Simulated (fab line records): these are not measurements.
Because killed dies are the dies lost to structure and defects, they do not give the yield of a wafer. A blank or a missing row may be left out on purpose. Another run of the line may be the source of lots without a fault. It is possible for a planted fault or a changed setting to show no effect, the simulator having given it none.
A struck lot beside a sound one / flow nand-harc / 14 out of 1302 route steps
Sound: the wafers L515.2, L515.4, L515.6. Struck: wafers L520.1, L520.4. (L520.5 of the same lot was not struck and is left out.) The cause comes at the end.
For every step that has rows: the tool of each side, followed by ch and its chambers, followed by its first start. Under that, the readings that differ: sound wafers / struck wafers / difference of the means / sigmas: that difference in standard deviations of wafers without a fault.
alike: same words and numbers on both sides, and readings whose means sit less than 2 such deviations apart. not compared: any withheld reading, any reading some wafer has no value for, any bound like >300 that may hide the same value, and any number with overlapping values for which the record gives no deviation.
The two part at a step that has a row with sigmas, a row that says differs or no value, or rows on one side only. Numbers that have no deviation but don't overlap get no sigmas and don't part them. A reading that every wafer of one side lacks parts them only if that side has two wafers or more.

NHARC_A_CHANNEL_HOLE_D1_CD_MEAS_30:
  sound on cd-sem-03, day 12 13:31; struck on cd-sem-01, day 14 19:48
reading=cd-nm (nm); sound=93.4 93.4 92.8; struck=90.0 87.1; difference=-4.7; sigmas=-3
NHARC_A_CHANNEL_HOLE_D1_XSEM_31:
  sound on xsem-01 ch 0, day 12 13:35; struck on xsem-02 ch 0, day 14 19:53
reading=bot-cd-nm (nm); sound=77.5 78.5 76.9; struck=75.5 71.9; difference=-3.9; sigmas=-2
  alike: bow-nm, tilt-deg
NHARC_A_CHANNEL_HOLE_D1_INSPECT_40:
  sound on defect-inspect-01, day 12 13:41; struck on defect-inspect-02, day 14 19:59
  alike: raw-defect-count
then, 3 steps without rows for these wafers: NHARC_A_CHANNEL_FILL_D1_PRECLEAN_00 (cleans in SC1); NHARC_A_CHANNEL_FILL_D1_SRD_01; NHARC_A_CHANNEL_FILL_D1_ALD_02 (deposits SiO2, target thk 6 nm, pulse time 10 s, ald cycles 60).
NHARC_A_CHANNEL_FILL_D1_ALD_03: deposits SiNx, target thk 6 nm, pulse time 60 s, ald cycles 58.
  sound on ald-sin-batch-01 ch 0; struck on ald-sin-batch-02 ch 0
  alike: precursor-pulse-height-rel
then, 1 step without rows for these wafers: NHARC_A_CHANNEL_FILL_D1_ALD_14 (deposits SiO2, target thk 2.5 nm, pulse time 10 s, ald cycles 25).
NHARC_A_CHANNEL_FILL_D1_ALD_15: deposits SiNx, target thk 2 nm, pulse time 60 s, ald cycles 19.
  sound on ald-sin-batch-03 ch 0; struck on ald-sin-batch-01 ch 0
  alike: precursor-pulse-height-rel
NHARC_A_CHANNEL_FILL_D1_ALD_16: deposits SiO2, target thk 1.5 nm, pulse time 10 s, ald cycles 15.
  sound on ald-hk-01 ch 0,1,3, day 13 01:28; struck on ald-hk-02 ch 2,3, day 15 07:54
  alike: heater-power-w, precursor-pulse-height-rel
then, 2 steps without rows for these wafers: NHARC_A_CHANNEL_FILL_D1_ANNEAL_17 (time 1800 s); NHARC_A_CHANNEL_FILL_D1_CVD_18 (deposits poly-Si, target thk 3 nm).
NHARC_A_CHANNEL_FILL_D1_ETCHBACK_19: etches the open film in HBr/Cl2, target depth 5 nm, time 1.7 s.
  sound on rie-si-02 ch 0,2,3, day 13 13:57; struck on rie-si-04 ch 1,3, day 15 19:40
reading=oes-product-au (a.u.); sound=0.991 0.985 1.016; struck=0.739 0.750; difference=-0.253; sigmas=-23
  alike: bias-w, drypump-motor-current-A, throttle-valve-pct
  not compared: rf-hours-counter-h
NHARC_A_CHANNEL_FILL_D1_ETCHBACK_20: etches the open film in C4F8/O2/Ar, target depth 27 nm, time 13.5 s.
  sound on rie-diel-03 ch 0,3, day 13 14:06; struck on rie-diel-06 ch 0,1, day 15 19:47
  alike: bias-w, oes-product-au, rf-vpp-V
  not compared: rf-hours-counter-h

== WHERE THEY PART ==
At NHARC_A_CHANNEL_HOLE_D1_CD_MEAS_30 first; at NHARC_A_CHANNEL_FILL_D1_ETCHBACK_19 last (within this record only). Later steps at which nothing parts them and some readings are alike: NHARC_A_CHANNEL_FILL_D1_ETCHBACK_20.

WHY: what the simulator had put in
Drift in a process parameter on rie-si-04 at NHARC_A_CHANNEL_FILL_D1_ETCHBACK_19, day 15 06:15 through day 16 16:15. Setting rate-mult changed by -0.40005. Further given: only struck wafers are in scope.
